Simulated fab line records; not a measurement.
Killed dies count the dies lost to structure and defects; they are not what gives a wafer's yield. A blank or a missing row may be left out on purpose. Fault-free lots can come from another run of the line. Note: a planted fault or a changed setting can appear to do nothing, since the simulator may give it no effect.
Struck lot and sound lot, side by side + flow nand harc + 42 out of 1302 route steps
Sound: the wafers L199.1, L199.4, L199.5. Struck: wafers L205.3, L205.4, L205.5. The cause is given at the end.
At each step with rows: each side's tool, then ch and its chambers, then its first start. Under that, the readings that differ: sound wafers + struck wafers + difference of the means + sigmas: that difference in standard deviations of wafers without a fault.
alike: same words and numbers on both sides, and readings whose means sit less than 2 such deviations apart. not compared: any withheld reading, any reading some wafer has no value for, any bound like >300 that may hide the same value, and any number with overlapping values for which the record gives no deviation.
Wherever a step has rows on one side only, a row that says differs or no value, or a row with sigmas, the two part there. Non-overlapping numbers with no deviation appear without sigmas and do not part them. Lack of a reading on every wafer of one side parts them only where that side has two or more wafers.

first, 1 step without rows for these wafers: NHARC_P_GATE_DEVELOP_90 (time 70 s).
NHARC_P_GATE_CD_MEAS_91: the cd target is 2000 nm.
  sound on cd sem-03 ch 0, day 7 16:32; struck on cd sem-03 ch 0, day 10 07:28
  alike: cd nm
then, 8 steps without rows for these wafers: NHARC_P_GATE_HARDBAKE_92 (time 80 s); NHARC_P_GATE_DESCUM_93 (chemistry O2, time 3 s); NHARC_P_GATE_IMPLANT_94; NHARC_P_GATE_STRIP_113 (strips in N2/H2, time 740 s); NHARC_P_GATE_STRIP_95 (strips in O2); NHARC_P_GATE_STRIP_96 (strips in SPM, time 900 s); NHARC_P_GATE_RTA_64 (time 1 s); NHARC_P_GATE_ETCH_77 (etches SiO2 in dHF, target depth 6 nm).
NHARC_P_GATE_DEGAS_109: time 60 s.
  sound on pvd sputter-02 at day 7 18:40; struck on pvd sputter-03 at day 10 09:34
  alike: heater power w
then, 1 step without rows for these wafers: NHARC_P_GATE_PRE_CLEAN_110 (time 30 s).
NHARC_P_GATE_SPUTTER_78: material Ni, target thk 10 nm.
  sound on pvd sputter-02 at day 7 18:46; struck on pvd sputter-03 at day 10 09:53
then, 1 step without rows for these wafers: NHARC_P_GATE_SPUTTER_79 (material TiN, target thk 10 nm).
NHARC_P_GATE_RTA_80: time 30 s.
  sound on rtp anneal-01 ch 0, day 7 18:58; struck on rtp anneal-01 ch 0, day 10 10:30
  alike: lamp power pct, lamp_zone_6_pct, wafer_temp_C_max
then, 1 step without rows for these wafers: NHARC_P_GATE_STRIP_67 (strips in SPM, time 600 s).
NHARC_P_GATE_RTA_82: time 30 s.
  sound on rtp anneal-02 ch 0, day 7 19:25; struck on rtp anneal-02 ch 0, day 10 10:58
  alike: lamp power pct, lamp_zone_6_pct, wafer_temp_C_max
NHARC_P_GATE_INSPECT_68:
  sound on defect inspect-01 at day 7 19:37; struck on defect inspect-02 at day 10 11:07
  alike: raw defect count
then, 2 steps without rows for these wafers: NHARC_P_CONTACT_DEP_30 (deposits SiNx, target thk 30 nm); NHARC_P_CONTACT_DEP_00 (deposits SiO2, target thk 500 nm).
NHARC_P_CONTACT_CMP_01: polishes SiO2, target thk 200 nm.
  sound on cmp-01 ch 2,3, day 7 20:25; struck on cmp-02 ch 0,1,2, day 10 12:19
  alike: motor current A
then, 11 steps without rows for these wafers: NHARC_P_CONTACT_SRD_03; NHARC_P_CONTACT_DEHYDRATE_04 (time 120 s); NHARC_P_CONTACT_HMDS_05 (time 30 s); NHARC_P_CONTACT_COAT_33 (time 75 s); NHARC_P_CONTACT_COAT_34 (time 65 s); NHARC_P_CONTACT_COAT_06 (resist thk 90 nm); NHARC_P_CONTACT_SOFTBAKE_07 (time 55 s); NHARC_P_CONTACT_EBR_08; NHARC_P_CONTACT_EXPOSE_09 (exposes mask P CA, target cd 90 nm); NHARC_P_CONTACT_PEB_10 (peb time 65 s); NHARC_P_CONTACT_DEVELOP_11 (develop time 35 s).
NHARC_P_CONTACT_CD_MEAS_12: the cd target is 90 nm.
  sound on cd sem-03 ch 0, day 7 21:05; struck on cd sem-02 ch 0, day 10 13:01
  alike: cd nm
NHARC_P_CONTACT_OVL_MEAS_13:
  sound on overlay-01 at day 7 21:11; struck on overlay-02 at day 10 13:06
  alike: overlay x nm, overlay y nm
NHARC_P_CONTACT_INSPECT_14:
  sound on defect inspect-02 at day 7 21:13; struck on defect inspect-02 at day 10 13:08
  alike: raw defect count
then, 3 steps without rows for these wafers: NHARC_P_CONTACT_DESCUM_17 (chemistry O2, time 3 s); NHARC_P_CONTACT_ETCH_35 (etches the open film in CF4, target depth 39 nm, time 65 s); NHARC_P_CONTACT_ETCH_36 (etches the open film in N2/H2, target depth 260 nm, time 406.25 s).
NHARC_P_CONTACT_ETCH_18: etches the open film in C4F8/O2/Ar, target depth 481 nm, time 240.5 s.
  sound on rie diel-09 ch 0,3; struck on rie diel-08 ch 1,2
  alike: oes product au, rf vpp V
  not compared: rf hours counter h
then, 3 steps without rows for these wafers: NHARC_P_CONTACT_STRIP_37 (strips in C4F8/O2/Ar); NHARC_P_CONTACT_ETCH_31 (etches the open film in CH3F/O2, target depth 30 nm, time 85.7 s); NHARC_END_SORT_01.

WHERE THEY PART
Nowhere in this record.

WHY: whatever the simulator had introduced
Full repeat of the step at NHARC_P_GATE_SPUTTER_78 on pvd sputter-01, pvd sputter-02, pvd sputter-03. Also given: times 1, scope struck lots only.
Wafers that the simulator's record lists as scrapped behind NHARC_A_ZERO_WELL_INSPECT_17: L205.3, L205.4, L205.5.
